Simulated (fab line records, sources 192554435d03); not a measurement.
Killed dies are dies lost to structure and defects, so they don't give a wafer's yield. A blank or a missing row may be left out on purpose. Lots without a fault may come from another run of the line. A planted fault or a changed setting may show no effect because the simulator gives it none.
Split-lot experiment | flow n5_finfet | 7 lots, 21 wafers read, on a route of 1938 steps

THE SPLIT
At N5_BEOL_M3_COAT_67 (time 60 s, resist thk 60 nm), the setting spin_rpm was moved away from the recipe's 1500 rpm on 6 of the 21 wafers read, by -10.9% to +10.3%. The other wafers ran this setting at the recipe's value.

The reading is taken at the split's own step.

THE READING
SOC_of_BEOL_M3_COAT_67.thk_nm (the simulator's own value, which no gauge read), in nm, at N5_BEOL_M3_COAT_67 (time 60 s, resist thk 60 nm). The file gives no usual value for it. The 15 wafers here that ran the recipe average 59.9 nm, standard deviation 0.16 nm.

wafer  | tool, chamber at the split | spin_rpm as run, rpm | against the recipe | SOC_of_BEOL_M3_COAT_67.thk_nm, nm | against lot-mates on the recipe
L074.2 | litho_track-04, 0          | 1500                 | recipe             | 60                                | -
L074.3 | litho_track-04, 0          | 1500                 | recipe             | 60                                | -
L074.6 | litho_track-04, 0          | 1336                 | -10.9%             | 63.4                              | +3.4
L075.1 | litho_track-01, 0          | 1500                 | recipe             | 60.2                              | -
L075.4 | litho_track-01, 0          | 1500                 | recipe             | 60.2                              | -
L075.6 | litho_track-01, 0          | 1500                 | recipe             | 60                                | -
L086.3 | litho_track-04, 0          | 1500                 | recipe             | 59.8                              | -
L086.5 | litho_track-04, 0          | 1500                 | recipe             | 59.8                              | -
L086.6 | litho_track-04, 0          | 1500                 | recipe             | 60                                | -
L088.2 | litho_track-03, 0          | 1500                 | recipe             | 59.8                              | -
L088.3 | litho_track-03, 0          | 1500                 | recipe             | 59.8                              | -
L088.6 | litho_track-03, 0          | 1500                 | recipe             | 59.6                              | -
L089.1 | litho_track-04, 0          | 1655                 | +10.3%             | 57                                | -3.0
L089.4 | litho_track-04, 0          | 1500                 | recipe             | 60                                | -
L089.6 | litho_track-04, 0          | 1655                 | +10.3%             | 56.8                              | -3.2
L095.1 | litho_track-04, 0          | 1614                 | +7.6%              | 57.8                              | -2.0
L095.3 | litho_track-04, 0          | 1500                 | recipe             | 59.8                              | -
L095.4 | litho_track-04, 0          | 1614                 | +7.6%              | 57.6                              | -2.2
L096.1 | litho_track-03, 0          | 1591                 | +6.1%              | 58.2                              | -1.8
L096.2 | litho_track-03, 0          | 1500                 | recipe             | 60                                | -
L096.6 | litho_track-03, 0          | 1500                 | recipe             | 60                                | -

THE FIT
A straight line over all 21 wafers: SOC_of_BEOL_M3_COAT_67.thk_nm changes by -0.3 nm for each +1% of spin_rpm; r = -0.99; the points scatter about the line by 0.16 nm.
The same after taking each lot's own level away (the mean of its wafers on the recipe; 21 wafers): -0.298 nm for each +1%; r = -1.00; scatter 0.099 nm.
On that fit, the largest move of spin_rpm shifts the reading by 3.3 nm.
The lots' own levels span 59.73 to 60.13 nm, that is 2.5 times the standard deviation above.
So the lot-to-lot level changes the slope little: the two slopes agree.
Check: with one of the wafers moved furthest among these (-10.9%) left out of the fit, the line predicts +3.2 nm for it against its lot-mates. It came out at +3.4 nm against them.

OTHER SPLITS ON THESE WAFERS
These wafers also went through other splits before the reading. Each is held against what the fit with the lots' levels taken away leaves over:
other split on the same wafers   | wafers away from the commonest value | r with SOC_of_BEOL_M3_COAT_67.thk_nm (lot level and that fit taken away)
N5_BEOL_M0_SAQP_COAT_08 spin_rpm | 10                                   | -0.05
N5_BEOL_M0_SAQP_ETCH_107 bias_w  | 10                                   | -0.10
N5_BEOL_M1_ILD_DEP_00 time_s     | 3                                    | -0.04
N5_BEOL_M1_COAT_05 spin_rpm      | 3                                    | -0.05
N5_BEOL_M2_ILD_DEP_00 time_s     | 8                                    | +0.18

THE FILE'S OWN FIT
SOC_of_BEOL_M3_COAT_67.thk_nm changes by -0.299 nm for each +1% of spin_rpm, r = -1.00.
